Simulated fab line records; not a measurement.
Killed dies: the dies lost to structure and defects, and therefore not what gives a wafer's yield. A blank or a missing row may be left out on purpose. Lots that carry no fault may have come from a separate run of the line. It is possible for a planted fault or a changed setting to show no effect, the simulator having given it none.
fab line records | flow n5Finfet
[record] lots = 7 wafers = 39
route steps=1938 shown FIN_SAQP@130 DUMMY_GATE@228 SD_EPI_N@281 HKMG_FIN@434 GATE_CUT@469
startH: hours from the record's opening day to when the first of the lot's shown wafers began | waitH: time in hours since the lot's previous step | " the same as in the row above | L1.1+2: a row that stands for several wafers | - either no value or no given start | * or withheld: withheld | < > ~ a bound
route shown NAME@n: names a module that has steps shown in the file, with the first one's number in the route | usual: mean and standard deviation over wafers with no fault | same: alike in all rows | chamber/n: place in a boat | sites: each site's reading | _std_site: their standard deviation | _edge_site: outer sites' mean less inner sites' | radiusMm: for every site, how far away it sits from the centre of the wafer | mask NAME#n: copy n | behind: the tool/chamber that last shaped the wafer | hold: what put the lot on hold/how long, in hours/how the hold closed | device: names the non-switching transistor (n, p or np) | end of line: the same wafers' tests at the end of the route | a step without rows: its recipe alone | killed: the dies lost at the first sort to structure and to defects; this is not the yield of the wafer | map: per-die view of a wafer (x killed, . not killed, _ where there is no die)
set.NAME: the setting as run; set.NAME@STEP: as run at that earlier step | model.NAME: the simulator's own value behind a step, which no gauge read
lots where settings were altered on purpose, with a table for each step and a row for each wafer
[[steps]]
[step N5_FIN_SAQP_ETCH_65]
[recipe] chemistry = CF4 target = SiO2 targetDepthA = 40 ionEnergyEv = 350 timeS = 4.4 pressureMtorr = 10 icpW = 800 biasW = 400 cf4FlowSccm = 80
// columns lot.wafer tool chamber startH waitH set.timeS model.etch.depthNm
L076.2 rieSi-05 0 36.36 0.1 4.4 4.271
L076.5 " 0 " " 4.4 4.309
L076.6 " 3 " " 4.4 4.205
L081.1 rieSi-05 2 66.52 0.1 5.152 4.693
L081.2 " 3 " " 4.4 4.201
L081.3 " 0 " " 5.152 5.014
L081.4 " 1 " " 4.4 4.141
L081.5 " 2 " " 4.4 4.015
L081.6 " 1 " " 5.152 4.883
L082.1 rieSi-04 3 72.32 0.1 4.4 4.067
L082.2 " 2 " " 3.888 3.663
L082.3 " 1 " " 3.888 3.494
L082.4 " 0 " " 4.4 4.119
L082.5 " 0 " " 4.4 4.112
L082.6 " 1 " " 3.888 3.47
L083.1 rieSi-05 2 77.87 0.1 4.4 3.948
L083.2 " 3 " " 4.4 4.181
L083.3 " 1 " " 4.4 4.16
L083.4 " 0 " " 4.4 4.302
L083.5 " 1 " " 4.4 4.139
L083.6 " 0 " " 4.4 4.324
L089.1 rieSi-04 1 114.26 0.1 4.02 3.633
L089.2 " 3 " " 4.4 4.111
L089.3 " 0 " " 4.4 4.203
L089.4 " 2 " " 4.4 4.241
L089.5 " 3 " " 4.02 3.755
L089.6 " 0 " " 4.02 3.81
L090.1 rieSi-05 3 121.21 0.1 4.4 4.192
L090.2 " 1 " " 5.016 4.615
L090.3 " 0 " " 4.4 4.309
L090.4 " 2 " " 5.016 4.452
L090.5 " 1 " " 5.016 4.601
L090.6 " 0 " " 4.4 4.311
L093.1 rieSi-04 1 138.24 0.1 4.4 3.959
L093.2 " 2 " " 4.4 4.22
L093.3 " 3 " " 4.4 4.065
L093.4 " 0 " " 4.4 4.165
L093.5 " 1 " " 4.4 3.964
L093.6 " 2 " " 4.4 4.205
[step N5_DUMMY_GATE_EXPOSE_12]
[recipe] maskId = GATE na = 0.33 sourceShape = annular sigmaInner = 0.2 sigmaOuter = 0.6 polarization = unpolarized targetCdNm = 25 doseMj = 34
// columns lot.wafer tool chamber startH waitH mask set.doseMj
L076.2+5+6 euvScanner-01 0 57.26 - GATE#0 34
L081.1+2+3+4+5+6 euvScanner-02 0 88.13 - GATE#0 34
L082.1+5+6 euvScanner-02 0 99.09 - GATE#0 34
L082.2+3+4 " 0 " " GATE#0 32.81
L083.1+3+5 euvScanner-02 0 102.15 - GATE#0 31.5
L083.2+4+6 " 0 " " GATE#0 34
L089.1+2+3+4+5+6 euvScanner-02 0 137.11 - GATE#0 34
L090.1+4+6 euvScanner-01 0 143.02 - GATE#0 34
L090.2+3+5 " 0 " " GATE#0 34.9
L093.1+2+3+4+5+6 euvScanner-01 0 159.43 - GATE#0 34
[step N5_DUMMY_GATE_PEB_13]
[recipe] pebTempC = 100 pebTimeS = 60 resist = CAR-EUV
[step N5_DUMMY_GATE_DEVELOP_14]
[recipe] developTimeS = 30 developer = TMAH resist = CAR-EUV rinseLiquid = surfactantRinse dry = airSpin devTempC = 23
[step N5_DUMMY_GATE_CD_MEAS_15]
[recipe] targetCdNm = 25.8 landingEnergyEv = 500 detector = seInlens
[usual] cdNm = 25.05/0.24
// columns lot.wafer tool chamber startH waitH set.doseMj@DUMMY_GATE_EXPOSE_12 cdNm
L076.2 cdSem-01 0 57.38 - 34 24.66
L076.5 " 0 " " 34 24.91
L076.6 " 0 " " 34 25.02
L081.1 cdSem-02 0 88.26 - 34 25.03
L081.2 " 0 " " 34 25.19
L081.3 " 0 " " 34 25.08
L081.4 " 0 " " 34 25.28
L081.5 " 0 " " 34 24.93
L081.6 " 0 " " 34 25.02
L082.1 cdSem-01 0 99.22 - 34 25.41
L082.2 " 0 " " 32.81 25.92
L082.3 " 0 " " 32.81 25.82
L082.4 " 0 " " 32.81 25.79
L082.5 " 0 " " 34 25.22
L082.6 " 0 " " 34 25.20
L083.1 cdSem-01 0 102.27 - 31.5 26.69
L083.2 " 0 " " 34 25.39
L083.3 " 0 " " 31.5 26.74
L083.4 " 0 " " 34 25.42
L083.5 " 0 " " 31.5 26.61
L083.6 " 0 " " 34 25.11
L089.1 cdSem-02 0 137.24 - 34 25.13
L089.2 " 0 " " 34 24.99
L089.3 " 0 " " 34 24.62
L089.4 " 0 " " 34 24.93
L089.5 " 0 " " 34 24.84
L089.6 " 0 " " 34 24.44
L090.1 cdSem-01 0 143.14 - 34 25.01
L090.2 " 0 " " 34.9 24.38
L090.3 " 0 " " 34.9 24.36
L090.4 " 0 " " 34 25.33
L090.5 " 0 " " 34.9 24.66
L090.6 " 0 " " 34 24.95
L093.1 cdSem-03 0 159.56 - 34 25.60
L093.2 " 0 " " 34 25.33
L093.3 " 0 " " 34 25.10
L093.4 " 0 " " 34 24.99
L093.5 " 0 " " 34 25.27
L093.6 " 0 " " 34 25.22
[step N5_SD_EPI_N_SD_RECESS_17]
[recipe] chemistry = HBr/Cl2/O2 targetDepthA = 410 maskMaterial = SOC timeS = 23.7 btTimeS = 3 pressureMtorr = 10 icpW = 800 biasW = 112 HBr_flow_sccm = 150 Cl2_flow_sccm = 80 O2_flow_sccm = 12
// columns lot.wafer tool chamber startH waitH set.timeS model.Si_of_WELL_APT_EPI_41.thkNm model.etch.depthNm model.SD_EPI_N.featureDepthNm
L076.2 rieSi-05 0 61.63 0.0 23.7 6.2 43.28 43.2
L076.5 " 0 " " 23.7 5.2 43.29 43.2
L076.6 " 1 " " 23.7 6.8 42.42 42.4
L081.1 rieSi-05 1 91.88 0.0 23.7 7.4 41.76 41.8
L081.2 " 3 " " 25.58 4.2 45.73 45.8
L081.3 " 0 " " 25.58 4.2 46.79 46.8
L081.4 " 2 " " 23.7 8.8 40.61 40.6
L081.5 " 1 " " 25.58 4.2 45.64 45.6
L081.6 " 0 " " 23.7 5.8 43.45 43.4
L082.1 rieSi-06 3 102.38 0.0 23.7 8.6 42.05 42
L082.2 " 2 " " 23.7 9.4 41.68 41.6
L082.3 " 1 " " 21.91 12.4 38.19 38.2
L082.4 " 0 " " 21.91 12.8 37.52 37.6
L082.5 " 3 " " 21.91 11.2 38.95 39
L082.6 " 2 " " 23.7 9 41.47 41.4
L083.1 rieSi-04 1 106.14 0.0 21.47 12.4 37.19 37.2
L083.2 " 0 " " 23.7 8 42.33 42.4
L083.3 " 3 " " 21.47 11.8 37.87 37.8
L083.4 " 2 " " 23.7 7.6 42.19 42.2
L083.5 " 2 " " 23.7 7 42.23 42.2
L083.6 " 3 " " 21.47 12.4 37.72 37.8
L089.1 rieSi-05 3 140.22 0.0 23.7 8.4 42.33 42.4
L089.2 " 2 " " 23.7 9.4 40.44 40.4
L089.3 " 1 " " 23.7 8.2 41.35 41.4
L089.4 " 0 " " 23.7 6.4 43.49 43.4
L089.5 " 3 " " 23.7 7.2 42.41 42.4
L089.6 " 2 " " 23.7 9.2 40.63 40.6
L090.1 rieSi-05 0 146.41 0.0 23.7 6.4 43.62 43.6
L090.2 " 2 " " 22.07 12 37.73 37.8
L090.3 " 3 " " 22.07 10.8 39.54 39.6
L090.4 " 1 " " 23.7 7.6 41.96 42
L090.5 " 0 " " 23.7 6 43.96 44
L090.6 " 3 " " 22.07 10 39.8 39.8
L093.1 rieSi-04 1 163.03 0.0 24.55 8.2 42.44 42.4
L093.2 " 2 " " 23.7 9 41.68 41.6
L093.3 " 0 " " 23.7 8.6 42.62 42.6
L093.4 " 3 " " 24.55 7.8 42.91 43
L093.5 " 1 " " 23.7 9.4 41 41
L093.6 " 2 " " 24.55 7.2 43.22 43.2
[step N5_SD_EPI_N_STRIP_38]
[recipe] chemistry = N2/H2 powerW = 1000 tempC = 250 h2Frac = 0.65 overashFraction = 0.3 pressureMtorr = withheld n2FlowSccm = 1750 h2FlowSccm = 3250
[step N5_SD_EPI_N_WET_ETCH_43]
[recipe] chemistry = dHF dilution = withheld timeS = 14 target = SiO2 targetDepthA = 15 tempC = 25
[step N5_SD_EPI_N_STRIP_18]
[recipe] chemistry = SPM timeS = 750 tempC = 130 h2so4H2o2VolRatio = 4
// columns lot.wafer tool chamber startH waitH set.timeS@SD_EPI_N_SD_RECESS_17 model.Si_of_WELL_APT_EPI_41.thkNm
L076.2 wetBench-01 7 61.82 0.0 23.7 5.8
L076.5 " 4 " " 23.7 5
L076.6 " 0 " " 23.7 6.4
L081.1 wetBench-03 6 92.07 0.0 23.7 7
L081.2+5 " 7,5 " " 25.58 4
L081.3 " 0 " " 25.58 3.8
L081.4 " 4 " " 23.7 8.4
L081.6 " 1 " " 23.7 5.4
L082.1 wetBench-06 7 102.57 0.0 23.7 8.2
L082.2 " 6 " " 23.7 9
L082.3 " 0 " " 21.91 12.2
L082.4 " 3 " " 21.91 12.4
L082.5 " 4 " " 21.91 11
L082.6 " 5 " " 23.7 8.8
L083.1+6 wetBench-06 1,7 106.33 0.0 21.47 12
L083.2 " 6 " " 23.7 7.8
L083.3 " 5 " " 21.47 11.4
L083.4 " 4 " " 23.7 7.2
L083.5 " 0 " " 23.7 6.6
L089.1 wetBench-03 4 140.41 0.0 23.7 8
L089.2 " 1 " " 23.7 9
L089.3 " 2 " " 23.7 7.8
L089.4 " 3 " " 23.7 6
L089.5 " 5 " " 23.7 6.8
L089.6 " 0 " " 23.7 8.8
L090.1 wetBench-03 4 146.60 0.0 23.7 6
L090.2 " 0 " " 22.07 11.6
L090.3 " 2 " " 22.07 10.4
L090.4 " 3 " " 23.7 7.4
L090.5 " 1 " " 23.7 5.6
L090.6 " 7 " " 22.07 9.6
L093.1 wetBench-01 4 163.22 0.0 24.55 7.8
L093.2 " 1 " " 23.7 8.6
L093.3 " 5 " " 23.7 8.2
L093.4 " 3 " " 24.55 7.4
L093.5 " 2 " " 23.7 9
L093.6 " 0 " " 24.55 7
[step N5_SD_EPI_N_EPI_21]
[recipe] material = Si:P dopant = P tempC = 680 pressureTorr = 255 timeS = 690
// columns lot.wafer tool chamber startH waitH set.pressureTorr model.Si-P_of_SD_EPI_N_EPI_21.thkNm
L076.2 epiRpcvd-03 0 62.90 0.4 255 58.2
L076.5 " 0 " " 255 58.8
L076.6 " 0 " " 255 59
L081.1 epiRpcvd-03 0 92.87 0.1 298.1 62
L081.2 " 0 " " 298.1 61.4
L081.3 " 0 " " 298.1 62.6
L081.4+5 " 0 " " 298.1 62.2
L081.6 " 0 " " 298.1 62.4
L082.1 epiRpcvd-02 0 103.37 0.1 255 59.4
L082.2 " 0 " " 255 60
L082.3 " 0 " " 255 59.6
L082.4 " 0 " " 255 60.2
L082.5+6 " 0 " " 255 59.8
L083.1 epiRpcvd-01 0 107.13 0.1 224.9 55.6
L083.2 " 0 " " 224.9 56.2
L083.3 " 0 " " 224.9 55.8
L083.4 " 0 " " 224.9 55.2
L083.5 " 0 " " 224.9 55.4
L083.6 " 0 " " 224.9 56.4
L089.1+3+4 epiRpcvd-02 0 141.41 0.2 226.9 57.6
L089.2 " 0 " " 226.9 57
L089.5 " 0 142.90 1.5 226.9 57.8
L089.6 " 0 " " 226.9 58.2
L090.1 epiRpcvd-02 0 147.54 0.1 274.9 59.8
L090.2+5 " 0 " " 274.9 60.4
L090.3 " 0 " " 274.9 60
L090.4 " 0 " " 274.9 60.6
L090.6 " 0 " " 274.9 60.8
L093.1+3 epiRpcvd-01 0 164.08 0.2 238.9 58.2
L093.2+5 " 0 " " 238.9 57.4
L093.4 " 0 " " 238.9 57.8
L093.6 " 0 " " 238.9 57.6
[step N5_HKMG_FIN_ETCH_31]
[recipe] chemistry = CF4 target = SiARC targetDepthA = 455 maskMaterial = CAR-ArF timeS = 75.8 ionEnergyEv = 80 pressureMtorr = 40 sourceW = 545 biasW = 36 Ar_flow_sccm = 100 cf4FlowSccm = 100 ends = cleared
[usual] rfVppV = 184.4/1.1
// columns lot.wafer tool chamber startH waitH set.biasW rfVppV
L076.2 rieDiel-03 3 86.28 0.0 36 184.7
L076.5 " 2 " " 36 185.0
L076.6 " 3 " " 36 184.1
L081.1 rieDiel-06 2 115.98 0.0 36 183.4
L081.2 " 1 " " 41.08 201.4
L081.3 " 0 " " 41.08 201.5
L081.4 " 3 " " 36 185.3
L081.5 " 2 " " 36 184.2
L081.6 " 1 " " 41.08 200.6
L082.1 rieDiel-06 1 126.79 0.0 30.22 165.6
L082.2 " 0 " " 36 184.7
L082.3 " 2 " " 30.22 164.4
L082.4 " 3 " " 30.22 164.8
L082.5 " 3 " " 36 183.4
L082.6 " 0 " " 36 185.6
L083.1 rieDiel-06 1 133.03 0.0 36 184.3
L083.2 " 2 " " 36 183.5
L083.3 " 0 " " 36 185.8
L083.4 " 3 " " 36 186.1
L083.5 " 1 " " 36 184.3
L083.6 " 0 " " 36 185.9
L089.1 rieDiel-06 3 166.78 0.0 40.77 200.1
L089.2 " 1 " " 40.77 200.3
L089.3 " 0 " " 36 184.8
L089.4 " 2 " " 40.77 197.8
L089.5 " 2 " " 36 184.1
L089.6 " 1 " " 36 187.2
L090.1 rieDiel-06 3 171.70 0.0 29.9 163.5
L090.2 " 2 " " 29.9 163.6
L090.3 " 0 " " 36 185.4
L090.4 " 1 " " 29.9 163.9
L090.5 " 1 " " 36 185.8
L090.6 " 0 " " 36 184.6
L093.1 rieDiel-06 1 189.18 0.0 34.26 178.8
L093.2 " 3 " " 36 183.6
L093.3 " 0 " " 34.26 180.6
L093.4 " 2 " " 36 183.9
L093.5 " 1 " " 34.26 177.9
L093.6 " 0 " " 36 184.9
[step N5_GATE_CUT_ETCH_58]
[recipe] chemistry = CH3F/O2 target = SiNx targetDepthA = 170 timeS = 128.6 ionEnergyEv = 50 pressureMtorr = 30 sourceW = 415 biasW = 21 Ar_flow_sccm = 150 CH3F_flow_sccm = 30 O2_flow_sccm = 20
// columns lot.wafer tool chamber startH waitH set.timeS model.etch.depthNm
L076.2 rieDiel-05 3 91.13 0.1 128.6 16.63
L076.5 " 3 " " 128.6 16.53
L076.6 " 2 " " 128.6 16.95
L081.1 rieDiel-05 1 121.23 0.1 128.6 17.59
L081.2 " 3 " " 128.6 16.56
L081.3 " 2 " " 128.6 17.13
L081.4 " 0 " " 128.6 17.2
L081.5 " 0 " " 128.6 17.14
L081.6 " 1 " " 128.6 17.56
L082.1 rieDiel-02 2 131.47 0.0 154.2 20.14
L082.2 " 0 " " 154.2 20.08
L082.3 " 3 " " 128.6 16.66
L082.4 " 1 " " 154.2 19.87
L082.5 " 1 " " 128.6 16.57
L082.6 " 0 " " 128.6 16.74
L083.1 rieDiel-01 2 138.18 0.1 128.6 17.09
L083.2 " 3 " " 128.6 16.94
L083.3 " 0 " " 108.2 14.39
L083.4 " 1 " " 128.6 17.36
L083.5 " 3 " " 108.2 14.23
L083.6 " 2 " " 108.2 14.41
L089.1 rieDiel-02 0 171.61 0.0 112 14.5
L089.2 " 2 " " 112 14.31
L089.3 " 2 " " 112 14.2
L089.4 " 0 " " 128.6 16.44
L089.5 " 2 " " 128.6 16.26
L089.6 " 0 " " 128.6 16.63
L090.1 rieDiel-01 3 176.44 0.0 128.6 16.87
L090.2 " 2 " " 128.6 16.96
L090.3 " 1 " " 128.6 17.4
L090.4 " 0 " " 128.6 17.56
L090.5 " 1 " " 128.6 17.25
L090.6 " 0 " " 128.6 17.44
L093.1 rieDiel-02 1 194.01 0.0 98.43 12.44
L093.2 " 3 " " 98.43 13.31
L093.3 " 1 " " 98.43 12.55
L093.4 " 3 " " 128.6 17.44
L093.5 " 3 " " 128.6 17.52
L093.6 " 1 " " 128.6 16.37
[[key]]
[split] step = N5_FIN_SAQP_ETCH_65 setting = timeS stated = 4.4 by = wafer
[response] step = N5_FIN_SAQP_ETCH_65 reading = model.etch.depthNm change = +0.0388 per = 1% r = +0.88
[split] step = N5_DUMMY_GATE_EXPOSE_12 setting = doseMj stated = 34 by = wafer
[response] step = N5_DUMMY_GATE_CD_MEAS_15 reading = cdNm change = -0.187 per = 1% r = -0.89
[split] step = N5_SD_EPI_N_SD_RECESS_17 setting = timeS stated = 23.7 by = wafer
[response] step = N5_SD_EPI_N_SD_RECESS_17 reading = model.Si_of_WELL_APT_EPI_41.thkNm change = -0.47 per = 1% r = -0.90
[response] step = N5_SD_EPI_N_SD_RECESS_17 reading = model.etch.depthNm change = +0.504 per = 1% r = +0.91
[response] step = N5_SD_EPI_N_SD_RECESS_17 reading = model.SD_EPI_N.featureDepthNm change = +0.502 per = 1% r = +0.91
[response] step = N5_SD_EPI_N_STRIP_18 reading = model.Si_of_WELL_APT_EPI_41.thkNm change = -0.463 per = 1% r = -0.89
[split] step = N5_SD_EPI_N_EPI_21 setting = pressureTorr stated = 255 by = lot
[response] step = N5_SD_EPI_N_EPI_21 reading = model.Si-P_of_SD_EPI_N_EPI_21.thkNm change = +0.192 per = 1% r = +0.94
[split] step = N5_HKMG_FIN_ETCH_31 setting = biasW stated = 36 by = wafer
[response] step = N5_HKMG_FIN_ETCH_31 reading = rfVppV change = +1.2 per = 1% r = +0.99
[split] step = N5_GATE_CUT_ETCH_58 setting = timeS stated = 128.6 by = wafer
[response] step = N5_GATE_CUT_ETCH_58 reading = model.etch.depthNm change = +0.176 per = 1% r = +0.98
